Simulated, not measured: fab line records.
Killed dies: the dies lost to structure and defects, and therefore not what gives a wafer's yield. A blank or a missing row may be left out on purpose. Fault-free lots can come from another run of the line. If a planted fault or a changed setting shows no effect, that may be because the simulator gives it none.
Chamber matching || flow nand_harc || NHARC_A_CONTACT_ETCH_90 on rie_diel-08 has 4 sister chambers
The step etches the open film in CH3F/O2, target depth 40 nm, time 85.7 s. 14 wafers are shown with their chamber, then 7 later ones without.

WAFERS WITH THEIR CHAMBER
{"wafer": "L075.1", "chamber": 0, "showerhead_plenum_p_Torr (Torr)": 2.50, "drypump_motor_current_A (A)": 5.5, "rf_vpp_V (V)": 245.8}
{"wafer": "L075.2", "chamber": 1, "showerhead_plenum_p_Torr (Torr)": 2.39, "drypump_motor_current_A (A)": 5.2, "rf_vpp_V (V)": 243.0}
{"wafer": "L075.4", "chamber": 3, "showerhead_plenum_p_Torr (Torr)": 2.52, "drypump_motor_current_A (A)": 6.0, "rf_vpp_V (V)": 244.6}
{"wafer": "L077.1", "chamber": 3, "showerhead_plenum_p_Torr (Torr)": 2.52, "drypump_motor_current_A (A)": 6.0, "rf_vpp_V (V)": 244.8}
{"wafer": "L077.5", "chamber": 3, "showerhead_plenum_p_Torr (Torr)": 2.52, "drypump_motor_current_A (A)": 6.0, "rf_vpp_V (V)": 246.0}
{"wafer": "L077.6", "chamber": 0, "showerhead_plenum_p_Torr (Torr)": 2.49, "drypump_motor_current_A (A)": 5.5, "rf_vpp_V (V)": 243.3}
{"wafer": "L077.2", "chamber": 2, "showerhead_plenum_p_Torr (Torr)": 2.65, "drypump_motor_current_A (A)": 5.6, "rf_vpp_V (V)": 247.6}
{"wafer": "L077.3", "chamber": 1, "showerhead_plenum_p_Torr (Torr)": 2.39, "drypump_motor_current_A (A)": 5.2, "rf_vpp_V (V)": 244.6}
{"wafer": "L077.4", "chamber": 0, "showerhead_plenum_p_Torr (Torr)": 2.50, "drypump_motor_current_A (A)": 5.5, "rf_vpp_V (V)": 244.1}
{"wafer": "L080.3", "chamber": 2, "showerhead_plenum_p_Torr (Torr)": 2.64, "drypump_motor_current_A (A)": 5.6, "rf_vpp_V (V)": 247.8}
{"wafer": "L080.5", "chamber": 1, "showerhead_plenum_p_Torr (Torr)": 2.39, "drypump_motor_current_A (A)": 5.2, "rf_vpp_V (V)": 245.1}
{"wafer": "L080.6", "chamber": 2, "showerhead_plenum_p_Torr (Torr)": 2.65, "drypump_motor_current_A (A)": 5.6, "rf_vpp_V (V)": 247.0}
{"wafer": "L078.2", "chamber": 0, "showerhead_plenum_p_Torr (Torr)": 2.49, "drypump_motor_current_A (A)": 5.5, "rf_vpp_V (V)": 246.1}
{"wafer": "L078.4", "chamber": 3, "showerhead_plenum_p_Torr (Torr)": 2.52, "drypump_motor_current_A (A)": 6.1, "rf_vpp_V (V)": 245.9}

SIGNATURES (means of the wafers above)
{"reading": "showerhead_plenum_p_Torr", "chamber 0": 2.4950, "chamber 1": 2.3900, "chamber 2": 2.6467, "chamber 3": 2.5200, "scatter within a chamber": 0.00408}
{"reading": "drypump_motor_current_A", "chamber 0": 5.500, "chamber 1": 5.200, "chamber 2": 5.600, "chamber 3": 6.025, "scatter within a chamber": 0.0274}
{"reading": "rf_vpp_V", "chamber 0": 244.825, "chamber 1": 244.233, "chamber 2": 247.467, "chamber 3": 245.325, "scatter within a chamber": 0.988}
Rule: for a wafer and a chamber, the distance is found by dividing, reading by reading, the gap between the wafer's reading and the chamber's mean by the reading's scatter, squaring, summing and taking the root. The wafer belongs to the nearest chamber; if the next one is less than 2 further off, it can't be placed. The scatter: the root of (the sum of the squares of (reading less its chamber's mean) over the shown wafers, divided by (wafers less chambers)).

WAFERS WHOSE CHAMBER IS MISSING
{"wafer": "L078.5", "showerhead_plenum_p_Torr (Torr)": 2.52, "drypump_motor_current_A (A)": 6.0, "rf_vpp_V (V)": 244.8}
{"wafer": "L085.1", "showerhead_plenum_p_Torr (Torr)": 2.51, "drypump_motor_current_A (A)": 6.0, "rf_vpp_V (V)": 246.4}
{"wafer": "L085.3", "showerhead_plenum_p_Torr (Torr)": 2.64, "drypump_motor_current_A (A)": 5.6, "rf_vpp_V (V)": 247.2}
{"wafer": "L085.4", "showerhead_plenum_p_Torr (Torr)": 2.38, "drypump_motor_current_A (A)": 5.2, "rf_vpp_V (V)": 244.0}
{"wafer": "L097.1", "showerhead_plenum_p_Torr (Torr)": 2.50, "drypump_motor_current_A (A)": 6.0, "rf_vpp_V (V)": 245.0}
{"wafer": "L097.4", "showerhead_plenum_p_Torr (Torr)": 2.62, "drypump_motor_current_A (A)": 5.6, "rf_vpp_V (V)": 246.2}
{"wafer": "L097.6", "showerhead_plenum_p_Torr (Torr)": 2.48, "drypump_motor_current_A (A)": 5.6, "rf_vpp_V (V)": 244.0}

WHICH CHAMBER EACH WENT THROUGH
{"wafer": "L078.5", "from the rows above": 3, "in truth": 3}
{"wafer": "L085.1", "from the rows above": 3, "in truth": 3}
{"wafer": "L085.3", "from the rows above": 2, "in truth": 2}
{"wafer": "L085.4", "from the rows above": 1, "in truth": 1}
{"wafer": "L097.1", "from the rows above": 3, "in truth": 3}
{"wafer": "L097.4", "from the rows above": 2, "in truth": 2}
{"wafer": "L097.6", "from the rows above": 0, "in truth": 0}
Correctly placed: 7 of 7. Can't be placed from these rows: 0. Number placed wrongly: 0.
